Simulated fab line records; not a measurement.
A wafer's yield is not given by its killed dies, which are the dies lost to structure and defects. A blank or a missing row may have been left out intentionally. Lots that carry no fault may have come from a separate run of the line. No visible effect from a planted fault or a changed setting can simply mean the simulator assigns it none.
2 desks, one fault :: flow n5Finfet :: numbers are kept per desk, each desk with only its own; the story behind them comes last

AT THE METROLOGY DESK
What the gauges read, lot by lot, whatever tool the lot ran on: means of the sampled wafers that have a number. If a lot's mean is further than 4 standard deviations from the usual mean, the lot is out of limits and carries the mark OUT (the distance appears in the brackets). It has 11 readings, of which 7 appear: the earliest out of limits, and the ones furthest out on some lot.
Columns: A = cdNm at N5_FIN_SAQP_CD_MEAS_27, usual 20.28 nm; B = DIBL_N at N5_BEOL_M4_RC_MEAS_101, usual 36.5 mV/V; C = DIBL_P at N5_BEOL_M4_RC_MEAS_101, usual 36.5 mV/V; D = ION_N at N5_BEOL_M4_RC_MEAS_101, usual 675 uA/um; E = SS_N at N5_BEOL_M4_RC_MEAS_101, usual 71.5 mV/dec; F = SS_P at N5_BEOL_M4_RC_MEAS_101, usual 73.4 mV/dec; G = VT_P at N5_BEOL_M4_RC_MEAS_101, usual -250 mV
lot: L655
first seen here: day 2 00:04
A: 20.03
B: 36.9
C: 36.6
D: 667
E: 71.5
F: 72.8
G: -249

lot: L659
first seen here: day 3 00:47
A: 24.26 (+18) OUT
B: 37.9
C: 38.6
D: 684
E: 72.0
F: 74.0
G: -250

lot: L661
first seen here: day 3 12:34
A: 24.42 (+19) OUT
B: 34.6
C: 34.7
D: 682
E: 71.8
F: 72.9
G: -250

lot: L671
first seen here: day 5 23:34
A: 20.19
B: 34.9
C: 34.7
D: 670
E: 70.8
F: 73.0
G: -251

lot: L672
first seen here: day 6 05:43
A: 20.20
B: 37.3
C: 37.9
D: 681
E: 71.7
F: 73.6
G: -247

lot: L675
first seen here: day 7 02:03
A: 20.25
B: 38.4
C: 37.8
D: 677
E: 71.4
F: 74.2
G: -247

lot: L676
first seen here: day 7 06:59
A: 20.01
B: 35.5
C: 36.7
D: 675
E: 71.4
F: 73.3
G: -254

lot: L677
first seen here: day 7 11:50
A: 20.18
B: 34.7
C: 36.4
D: 677
E: 71.5
F: 73.1
G: -249

lot: L678
first seen here: day 7 18:10
A: 20.64
B: 36.2
C: 35.4
D: 664
E: 72.1
F: 73.3
G: -250
Finding of this desk: L659, L661 out of limits; the first was L659 at day 3 00:47, on cdNm at N5_FIN_SAQP_CD_MEAS_27. L655, L671, L672, L675, L676, L677, L678: within limits.

FOR THE TOOL OWNER'S DESK: aldSin-02
The tool's own readings at N5_FIN_SAQP_SPACER1_ALD_24 (deposits SiO2, target thk 20.3 nm, pulse time 1 s, purge time 2 s): means of the sampled wafers that have a number, for each lot that ran on this tool. If a lot's mean is further than 4 standard deviations from the usual mean, the lot is out of limits and carries the mark OUT (the distance appears in the brackets).
Columns: A = heaterPowerW at N5_FIN_SAQP_SPACER1_ALD_24, usual 468 W; B = precursorPulseHeightRel at N5_FIN_SAQP_SPACER1_ALD_24, usual 0.997
lot: L655
first seen here: day 1 23:05
A: 450
B: 0.986

lot: L659
first seen here: day 2 23:52
A: 423
B: 0.993

lot: L661
first seen here: day 3 11:31
A: 440
B: 0.993
Result from this desk: across the 3 lots, nothing is out of limits.

PUT TOGETHER
On L659, L661, the metrology desk was in a position to raise an alarm at day 3 00:47.
Nothing out of limits was seen by the tool owner's desk.
On record at the tool owner's desk: L659, L661, within its limits.
Every lot named ran N5_FIN_SAQP_SPACER1_ALD_24 on aldSin-02.

WHAT WAS PUT IN BY THE SIMULATOR
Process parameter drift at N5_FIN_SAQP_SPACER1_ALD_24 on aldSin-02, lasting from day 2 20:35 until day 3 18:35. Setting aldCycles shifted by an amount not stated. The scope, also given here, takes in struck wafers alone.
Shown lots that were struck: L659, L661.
Time in hours between the start of the fault and the first out-of-limits reading at each desk: metrology desk, 4.
